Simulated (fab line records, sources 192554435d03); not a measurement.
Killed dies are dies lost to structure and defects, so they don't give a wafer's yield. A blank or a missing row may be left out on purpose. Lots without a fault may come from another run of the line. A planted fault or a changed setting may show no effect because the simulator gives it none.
Chamber matching | flow n5_finfet | N5_BEOL_M9_VIA_ETCH_34 on rie_diel-03: 4 sister chambers
The step etches SiCOH lowk in C4F6/O2, target depth 182.4 nm, time 68.4 s. 4 wafers are shown with their chamber, then 9 later ones without.

WAFERS WITH THEIR CHAMBER
wafer  | chamber | rf_vpp_V (V)
L080.5 | 2       | 658
L081.2 | 3       | 644
L085.3 | 1       | 668
L085.6 | 0       | 683

WAFERS WITHOUT THEIR CHAMBER
wafer  | rf_vpp_V (V)
L088.1 | 658
L088.2 | 667
L088.4 | 643
L090.1 | 670
L090.4 | 685
L090.6 | 644
L089.1 | 669
L089.4 | 644
L089.6 | 658

WHICH CHAMBER EACH WENT THROUGH
wafer  | from the rows above | in truth
L088.1 | 2                   | 2
L088.2 | 1                   | 1
L088.4 | 3                   | 3
L090.1 | 1                   | 1
L090.4 | 0                   | 0
L090.6 | 3                   | 3
L089.1 | 1                   | 1
L089.4 | 3                   | 3
L089.6 | 2                   | 2
Placed correctly: 9 of 9. Can't be placed from these rows: 0. Placed wrongly: 0.
How it was worked out, from the rows above alone: a wafer's distance from a chamber is the root of the sum, over the readings, of the square of ((its reading less the chamber's mean) divided by the reading's scatter). The wafer belongs to the nearest chamber; if the next one is less than 2 further off, it can't be placed. A chamber's mean is the mean of its shown wafers. The scatter: with one shown wafer a chamber, the root of the mean of the squares of how far each hidden wafer lies from its nearest shown one.
